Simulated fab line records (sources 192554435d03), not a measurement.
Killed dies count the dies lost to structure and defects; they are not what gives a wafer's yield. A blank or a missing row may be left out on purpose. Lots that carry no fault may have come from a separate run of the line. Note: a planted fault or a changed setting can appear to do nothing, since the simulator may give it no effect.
fab line records -- flow n5Finfet
[record] lots = 10, wafers = 30, lastDay = 18
route steps=1938 shown BEOL_M5@1175 BEOL_M6@1197
lots untouched by any fault: they come from a run of this same line in which no faults occurred
startH: hours from the record's opening day to when the first of the lot's shown wafers began -- waitH: hours from the lot's prior step to this one -- " repeats the value in the row above -- L1.1+2: a single row standing in for several wafers -- - value missing, or start not given -- * or withheld: withheld -- < > ~ a bound
route shown NAME@n: names a module that has steps shown in the file, with the first one's number in the route -- usual: mean/standard deviation taken from wafers without a fault -- same: alike in all rows -- chamber/n: place in a boat -- sites: per-site readings -- _std_site: standard deviation of those values -- _edge_site: inner sites' mean taken away from outer sites' mean -- radiusMm: how far each site lies from the wafer's centre -- mask NAME#n: copy n -- behind: the most recent tool/chamber to have shaped the wafer -- hold: the reason the lot was held/the length of the hold in hours/how it ended -- device: transistor that didn't switch, given as n, p or np -- end of line: at the end of the route, the tests of the same wafers -- for a step that has no rows: nothing shown but its recipe -- killed: dies that structure and defects cost at the first sort, which is not the same as the wafer's yield -- map: a wafer's dies, marking killed ones x, the rest . and places with no die _
set.NAME: the setting as run; set.NAME@STEP: as run at that earlier step -- model.NAME: the simulator's own value behind a step, which no gauge read
a sample of lots followed through the steps of the route, with each step as a table and each wafer as a row
services: when a tool's chamber went out of use (startH, in hours from the record's first day, below 0 if earlier), for how many hours, and the reason
[[steps]]
[step N5_BEOL_M5_SPUTTER_48]
[recipe] material = Cu, targetThkA = 150, tempC = -20, chamberPressurePa = 0.07, powerW = withheld, timeS = 27.62
[usual] chuckSensorTempC = -16.0/0.51, substrateTempC = -20.01/0.096, throttleValvePct = 30.1/0.75
lot.wafer,tool,chamber,startH,waitH,chuckSensorTempC,substrateTempC,throttleValvePct
L909.2,pvdSputter-01,-,177.05,0.1,-15.6,-20.12,30.9
L909.5,pvdSputter-01,-,177.05,0.1,-15.8,-19.86,31.1
L909.6,pvdSputter-01,-,177.05,0.1,-15.5,-19.99,30.8
L910.2,pvdSputter-01,-,192.00,0.1,-16.2,-19.95,30.4
L910.3,pvdSputter-01,-,192.00,0.1,-15.7,-19.90,30.9
L910.6,pvdSputter-01,-,192.00,0.1,-15.6,-20.01,30.8
L912.1,pvdSputter-02,-,202.74,0.6,-16.0,-20.05,29.7
L912.2,pvdSputter-02,-,202.74,0.6,-16.8,-20.09,30.5
L912.5,pvdSputter-02,-,202.74,0.6,-15.6,-19.95,30.0
L913.1,pvdSputter-03,-,209.45,0.1,-16.5,-19.91,29.3
L913.4,pvdSputter-03,-,209.45,0.1,-15.7,-20.11,31.0
L913.5,pvdSputter-03,-,209.45,0.1,-15.6,-20.06,30.5
L914.3,pvdSputter-01,-,218.30,0.1,-16.3,-20.03,30.6
L914.4,pvdSputter-01,-,218.30,0.1,-15.3,-20.00,31.1
L914.6,pvdSputter-01,-,218.30,0.1,-15.6,-20.19,30.8
L915.1,pvdSputter-02,-,218.63,0.1,-16.5,-20.05,30.5
L915.2,pvdSputter-02,-,218.63,0.1,-15.8,-20.03,29.7
L915.4,pvdSputter-02,-,218.63,0.1,-15.6,-19.98,30.9
L916.1,pvdSputter-01,-,228.61,0.1,-15.8,-19.90,30.9
L916.3,pvdSputter-01,-,228.61,0.1,-15.5,-19.99,30.8
L916.5,pvdSputter-01,-,228.61,0.1,-15.6,-20.00,30.9
L924.3,pvdSputter-01,-,292.84,0.2,-16.0,-19.89,30.8
L924.5,pvdSputter-01,-,292.84,0.2,-15.6,-19.90,31.1
L924.6,pvdSputter-01,-,292.84,0.2,-16.5,-19.97,30.6
L927.3,pvdSputter-03,-,315.27,0.1,-16.8,-19.76,29.0
L927.5,pvdSputter-03,-,315.27,0.1,-15.2,-19.97,30.2
L927.6,pvdSputter-03,-,315.27,0.1,-16.9,-19.87,28.9
L930.1,pvdSputter-02,-,321.55,0.2,-15.8,-20.02,30.2
L930.3,pvdSputter-02,-,321.55,0.2,-15.3,-20.10,30.5
L930.6,pvdSputter-02,-,321.55,0.2,-16.6,-20.21,30.6
[step N5_BEOL_M5_SPUTTER_83]
[recipe] material = Cu, targetThkA = 150, tempC = -20, chamberPressurePa = 0.07, powerW = withheld, timeS = 27.62
[usual] chuckSensorTempC = -16.0/0.52, substrateTempC = -20.00/0.11, throttleValvePct = 30.1/0.76
lot.wafer,tool,chamber,startH,waitH,chuckSensorTempC,substrateTempC,throttleValvePct
L909.2,pvdSputter-01,-,179.22,0.5,-15.8,-19.97,30.9
L909.5,pvdSputter-01,-,179.22,0.5,-15.8,-19.86,30.7
L909.6,pvdSputter-01,-,179.22,0.5,-15.7,-20.05,30.6
L910.2,pvdSputter-01,-,194.17,0.5,-16.4,-19.94,30.5
L910.3,pvdSputter-01,-,194.17,0.5,-15.9,-20.03,30.8
L910.6,pvdSputter-01,-,194.17,0.5,-15.7,-19.91,31.0
L912.1,pvdSputter-02,-,206.92,2.5,-15.9,-19.96,29.8
L912.2,pvdSputter-02,-,206.92,2.5,-16.6,-19.99,30.5
L912.5,pvdSputter-02,-,206.92,2.5,-15.8,-19.95,30.2
L913.1,pvdSputter-03,-,211.62,0.5,-16.3,-19.91,29.3
L913.4,pvdSputter-03,-,211.62,0.5,-15.5,-19.95,30.7
L913.5,pvdSputter-03,-,211.62,0.5,-15.6,-19.86,30.6
L914.3,pvdSputter-01,-,220.47,0.5,-16.5,-20.03,30.9
L914.4,pvdSputter-01,-,220.47,0.5,-15.5,-19.98,30.7
L914.6,pvdSputter-01,-,220.47,0.5,-15.5,-19.89,30.7
L915.1,pvdSputter-02,-,220.81,0.5,-16.8,-20.33,30.8
L915.2,pvdSputter-02,-,220.81,0.5,-16.0,-19.92,30.2
L915.4,pvdSputter-02,-,220.81,0.5,-15.3,-20.14,30.7
L916.1,pvdSputter-01,-,230.79,0.5,-15.9,-19.97,31.1
L916.3,pvdSputter-01,-,230.79,0.5,-15.6,-19.92,30.9
L916.5,pvdSputter-01,-,230.79,0.5,-15.6,-19.88,30.9
L924.3,pvdSputter-01,-,295.01,0.5,-15.7,-19.95,30.9
L924.5,pvdSputter-01,-,295.01,0.5,-15.7,-19.89,31.1
L924.6,pvdSputter-01,-,295.01,0.5,-16.4,-19.97,30.6
L927.3,pvdSputter-03,-,317.45,0.5,-16.9,-20.10,29.0
L927.5,pvdSputter-03,-,317.45,0.5,-15.2,-20.18,29.9
L927.6,pvdSputter-03,-,317.45,0.5,-16.9,-20.05,28.9
L930.1,pvdSputter-02,-,323.72,0.5,-15.7,-20.13,29.8
L930.3,pvdSputter-02,-,323.72,0.5,-15.4,-19.98,30.9
L930.6,pvdSputter-02,-,323.72,0.5,-16.7,-20.02,30.7
[step N5_BEOL_M5_ANNEAL_89]
[recipe] tempC = 400, timeS = 1800, ambient = vacuum
[usual] heaterPowerW = 814/85
lot.wafer,tool,chamber,startH,waitH,heaterPowerW
L909.2,pvdSputter-01,-,180.39,0.0,671
L909.5,pvdSputter-01,-,180.39,0.0,705
L909.6,pvdSputter-01,-,180.39,0.0,696
L910.2,pvdSputter-01,-,195.34,0.0,891
L910.3,pvdSputter-01,-,195.34,0.0,694
L910.6,pvdSputter-01,-,195.34,0.0,699
L912.1,pvdSputter-02,-,208.09,0.0,817
L912.2,pvdSputter-02,-,208.09,0.0,784
L912.5,pvdSputter-02,-,208.09,0.0,978
L913.1,pvdSputter-03,-,212.79,0.0,915
L913.4,pvdSputter-03,-,212.79,0.0,752
L913.5,pvdSputter-03,-,212.79,0.0,741
L914.3,pvdSputter-01,-,221.64,0.0,842
L914.4,pvdSputter-01,-,221.64,0.0,703
L914.6,pvdSputter-01,-,221.64,0.0,684
L915.1,pvdSputter-02,-,221.97,0.0,792
L915.2,pvdSputter-02,-,221.97,0.0,811
L915.4,pvdSputter-02,-,221.97,0.0,797
L916.1,pvdSputter-01,-,231.95,0.0,682
L916.3,pvdSputter-01,-,231.95,0.0,709
L916.5,pvdSputter-01,-,231.95,0.0,697
L924.3,pvdSputter-01,-,296.18,0.0,691
L924.5,pvdSputter-01,-,296.18,0.0,684
L924.6,pvdSputter-01,-,296.18,0.0,855
L927.3,pvdSputter-03,-,318.61,0.0,877
L927.5,pvdSputter-03,-,318.61,0.0,773
L927.6,pvdSputter-03,-,318.61,0.0,870
L930.1,pvdSputter-02,-,324.89,0.0,988
L930.3,pvdSputter-02,-,324.89,0.0,813
L930.6,pvdSputter-02,-,324.89,0.0,787
[step N5_BEOL_M6_PECVD_70]
[recipe] material = SiO2, targetThkA = 200, tempC = 400, precursor = TEOS/O2, pressureTorr = 5.5, rfW = 450, teosFlowSccm = 53.8, gas = O2, flowSccm = 3000, timeS = 22.7
[usual] heaterPowerW = 698/65, showerheadPlenumPTorr = 8.76/0.049, throttleValvePct = 22.1/0.93
lot.wafer,tool,chamber,startH,waitH,heaterPowerW,showerheadPlenumPTorr,throttleValvePct
L909.2,pecvd-01,0,183.13,0.0,656,8.78,22.8
L909.5,pecvd-01,0,183.13,0.0,647,8.77,22.4
L909.6,pecvd-01,2,183.13,0.0,719,8.74,22.1
L910.2,pecvd-03,1,198.08,0.0,723,8.69,22.5
L910.3,pecvd-03,0,198.08,0.0,682,8.70,22.2
L910.6,pecvd-03,0,198.08,0.0,701,8.73,21.9
L912.1,pecvd-03,1,210.84,0.0,752,8.71,22.4
L912.2,pecvd-03,2,210.84,0.0,689,8.80,20.8
L912.5,pecvd-03,2,210.84,0.0,685,8.79,20.9
L913.1,pecvd-04,1,216.37,0.0,664,8.68,22.3
L913.4,pecvd-04,0,216.37,0.0,723,8.82,23.4
L913.5,pecvd-04,0,216.37,0.0,709,8.79,23.4
L914.3,pecvd-03,2,224.41,0.0,683,8.79,20.9
L914.4,pecvd-03,2,224.41,0.0,706,8.81,20.7
L914.6,pecvd-03,1,224.41,0.0,752,8.69,22.5
L914.3,pecvd-03,2,224.64,0.2,701,8.80,20.6
L914.4,pecvd-03,2,224.64,0.2,706,8.79,20.7
L914.6,pecvd-03,1,224.64,0.2,756,8.70,22.7
L915.1,pecvd-01,2,225.37,0.0,797,8.75,22.6
L915.2,pecvd-01,1,225.37,0.0,686,8.82,21.3
L915.4,pecvd-01,0,225.37,0.0,627,8.78,22.6
L916.1,pecvd-03,2,234.72,0.0,713,8.79,20.9
L916.3,pecvd-03,0,234.72,0.0,714,8.71,21.8
L916.5,pecvd-03,0,234.72,0.0,738,8.74,21.9
L916.1,pecvd-03,2,235.02,0.3,713,8.78,20.8
L916.3,pecvd-03,0,235.02,0.3,733,8.74,22.0
L916.5,pecvd-03,0,235.02,0.3,727,8.71,22.2
L924.3,pecvd-04,0,298.92,0.0,775,8.77,23.8
L924.5,pecvd-04,2,298.92,0.0,545,8.83,20.2
L924.6,pecvd-04,0,298.92,0.0,787,8.78,24.0
L927.3,pecvd-03,0,321.35,0.0,816,8.72,21.8
L927.5,pecvd-03,0,321.35,0.0,789,8.72,21.8
L927.6,pecvd-03,1,321.35,0.0,754,8.70,22.8
L930.1,pecvd-01,1,328.17,0.0,677,8.83,21.5
L930.3,pecvd-01,0,328.17,0.0,748,8.76,22.9
L930.6,pecvd-01,0,328.17,0.0,744,8.78,22.7
[step N5_BEOL_M6_CMP_52]
[recipe] stopOn = SiCOH_lowk, tOverpolishS = 6.9, downForcePsi = 1, platenRpm = 50, clearingPlatenDownForcePsi = 1.5, clearingPlatenRpm = 50, postCmpClean = cuAlkaline, targetThkNm = 80, clearingPlatenPadVelocityMS = 0.99484, padVelocityMS = 0.99484
[usual] barrierFieldEndpointS = 29.2/0.82, clearingPlatenRpm = 50.002/0.023, motorCurrentA = 6.0/0.48, overpolishRunS = 6.899/0.0085, timeToEndpointS = 64/3.5
[same] tOverpolishS = 6.9
lot.wafer,tool,chamber,startH,waitH,barrierFieldEndpointS,clearingPlatenRpm,motorCurrentA,overpolishRunS,timeToEndpointS
L909.2,cmp-02,0,190.93,0.3,28.1,49.971,6.0,6.909,59
L909.5,cmp-02,1,190.93,0.3,29.7,50.010,5.2,6.886,67
L909.6,cmp-02,2,190.93,0.3,29.1,50.022,5.5,6.894,64
L910.2,cmp-02,1,206.41,0.3,28.5,49.986,5.4,6.902,58
L910.3,cmp-02,2,206.41,0.3,27.1,49.950,5.7,6.904,56
L910.6,cmp-02,3,206.41,0.3,28.6,50.016,6.1,6.895,62
L912.2,cmp-02,1,219.71,0.4,29.2,49.972,5.4,6.894,66
L912.1,cmp-02,0,219.71,0.4,29.0,49.993,5.9,6.889,64
L912.5,cmp-02,1,219.71,0.4,29.8,49.993,5.0,6.902,65
L913.4,cmp-04,0,224.93,0.1,29.2,50.006,5.5,6.897,65
L913.1,cmp-04,3,224.93,0.1,28.6,50.008,6.3,6.888,63
L913.5,cmp-04,1,224.93,0.1,29.3,50.000,5.8,6.906,63
L915.2,cmp-04,3,234.46,0.2,28.3,50.001,6.5,6.905,60
L915.1,cmp-04,0,234.46,0.2,29.3,50.014,5.8,6.895,67
L915.4,cmp-04,1,234.46,0.2,28.6,50.003,5.6,6.904,62
L914.3,cmp-04,2,234.82,0.2,46.8,50.006,6.0,0.040,66
L914.4,cmp-04,1,234.82,0.2,46.8,50.006,6.0,0.036,65
L914.6,cmp-04,2,234.82,0.2,46.8,49.995,6.7,0.033,66
L916.3,cmp-03,3,244.36,0.2,46.8,50.031,6.2,0.038,59
L916.1,cmp-03,1,244.36,0.2,46.9,49.980,5.4,0.041,62
L916.5,cmp-03,3,244.36,0.2,46.9,50.002,6.1,0.038,60
L924.3,cmp-04,0,303.54,0.3,30.3,49.991,5.6,6.905,72
L924.6,cmp-04,1,303.54,0.3,30.4,50.072,6.2,6.893,69
L924.5,cmp-04,2,303.54,0.3,30.4,49.991,6.6,6.887,65
L927.3,cmp-04,0,330.08,0.2,29.4,50.022,5.7,6.896,63
L927.5,cmp-04,2,330.08,0.2,28.4,49.970,6.3,6.909,60
L927.6,cmp-04,3,330.08,0.2,28.9,50.028,6.5,6.891,61
L930.1,cmp-02,1,337.07,0.5,28.2,50.010,5.1,6.881,63
L930.3,cmp-02,2,337.07,0.5,28.0,50.000,5.4,6.914,60
L930.6,cmp-02,0,337.07,0.5,29.4,49.972,5.9,6.898,65
[[services]]
tool,chamber,startH,hours,kind
cmp-02,-,157.47,4.0,pm
cmp-04,-,160.14,5.4,pm
pecvd-03,1,161.29,2.1,scheduledDown
cmp-02,-,167.32,0.3,repair
pecvd-04,-,179.66,0.3,repair
cmp-02,-,182.42,8.2,pm
pecvd-04,-,187.21,3.8,repair
cmp-03,-,218.16,5.0,pm
cmp-03,-,229.65,4.0,pm
cmp-02,-,231.85,0.3,repair
pecvd-04,2,233.59,5.8,repair
pecvd-01,1,243.29,17.6,repair
pecvd-01,-,245.94,0.7,repair
cmp-04,-,251.10,1.2,repair
cmp-04,-,254.99,2.5,repair
pecvd-04,-,265.39,0.2,repair
cmp-02,-,265.59,3.7,pm
pecvd-01,-,268.67,0.6,repair
pecvd-04,-,284.97,2.8,pm
pecvd-03,0,296.46,5.5,scheduledDown
cmp-03,-,310.97,5.6,repair
cmp-04,-,317.84,4.0,pm
pvdSputter-01,-,336.32,11.7,repair
cmp-03,-,336.76,1.6,repair
[[key]]
[firstSign] step = N5_BEOL_M6_PECVD_70, reading = visit, direction = added
[effect] step = N5_BEOL_M6_CMP_52, reading = overpolishRunS, direction = down, sigmas = 99+, usual = 6.899, struck = 0.038
metAt N5_BEOL_M6_PECVD_70
struckLots L914,L916
notActingAt N5_BEOL_M5_SPUTTER_48,N5_BEOL_M5_SPUTTER_83,N5_BEOL_M5_ANNEAL_89
[fault] kind = repeatedStepWhole, tool = pecvd-01,pecvd-03,pecvd-04, chamber = -, onsetH = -, steps = N5_BEOL_M6_PECVD_70, times = 1, scope = struckLotsOnly
